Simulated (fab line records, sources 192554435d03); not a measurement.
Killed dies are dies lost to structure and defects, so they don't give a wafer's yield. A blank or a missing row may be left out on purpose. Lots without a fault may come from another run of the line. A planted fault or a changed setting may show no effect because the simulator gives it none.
Split-lot experiment | flow n5_finfet | 7 lots, 21 wafers read, on a route of 1938 steps

THE SPLIT
At N5_BEOL_M1_ETCH_74 (etches underlayer in N2/H2, target depth 6.5 nm, time 5.2 s), the setting bias_w was moved away from the recipe's 150 W on 4 of the 21 wafers read, by -14.7% to +16.5%. The other wafers ran this setting at the recipe's value.

The reading is taken at the split's own step.

THE READING
rf_vpp_V, in V, at N5_BEOL_M1_ETCH_74 (etches underlayer in N2/H2, target depth 6.5 nm, time 5.2 s). Fault-free wafers of this fab line usually give 525 V, standard deviation 3.1 V.

wafer  | tool, chamber at the split | bias_w as run, W | against the recipe | rf_vpp_V, V | against lot-mates on the recipe
L076.2 | rie_diel-04, 1             | 150              | recipe             | 520         | -
L076.3 | rie_diel-04, 0             | 150              | recipe             | 527         | -
L076.6 | rie_diel-04, 3             | 150              | recipe             | 520         | -
L077.1 | rie_diel-04, 1             | 127.9            | -14.7%             | 471         | -53
L077.3 | rie_diel-04, 2             | 150              | recipe             | 527         | -
L077.5 | rie_diel-04, 1             | 150              | recipe             | 521         | -
L089.1 | rie_diel-04, 2             | 150              | recipe             | 527         | -
L089.4 | rie_diel-04, 1             | 150              | recipe             | 523         | -
L089.5 | rie_diel-04, 2             | 150              | recipe             | 526         | -
L090.2 | rie_diel-03, 1             | 150              | recipe             | 524         | -
L090.3 | rie_diel-03, 3             | 150              | recipe             | 523         | -
L090.6 | rie_diel-03, 2             | 150              | recipe             | 527         | -
L095.1 | rie_diel-03, 2             | 158.5            | +5.7%              | 546         | +17
L095.2 | rie_diel-03, 0             | 150              | recipe             | 529         | -
L095.5 | rie_diel-03, 3             | 158.5            | +5.7%              | 538         | +9
L094.1 | rie_diel-01, 2             | 150              | recipe             | 521         | -
L094.2 | rie_diel-01, 1             | 150              | recipe             | 529         | -
L094.3 | rie_diel-01, 3             | 150              | recipe             | 525         | -
L097.4 | rie_diel-04, 3             | 150              | recipe             | 521         | -
L097.5 | rie_diel-04, 1             | 174.8            | +16.5%             | 573         | +48
L097.6 | rie_diel-04, 0             | 150              | recipe             | 528         | -

THE FIT
A straight line over all 21 wafers: rf_vpp_V changes by +3.24 V for each +1% of bias_w; r = +0.98; the points scatter about the line by 3.6 V.
The same after taking each lot's own level away (the mean of its wafers on the recipe; 21 wafers): +3.14 V for each +1%; r = +0.98; scatter 3.6 V.
On that fit, the largest move of bias_w shifts the reading by 52 V.
The lots' own levels span 522.3 to 529.0 V, that is 2.2 times the standard deviation above.
So the lot-to-lot level changes the slope little: the two slopes agree.
Check: with one of the wafers moved furthest among these (+16.5%) left out of the fit, the line predicts +53.6 V for it against its lot-mates. It came out at +48.5 V against them.
Tool readings at the split's step, against how far the setting was moved: rf_vpp_V r = +0.98.

THE FILE'S OWN FIT
rf_vpp_V changes by +3.18 V for each +1% of bias_w, r = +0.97.
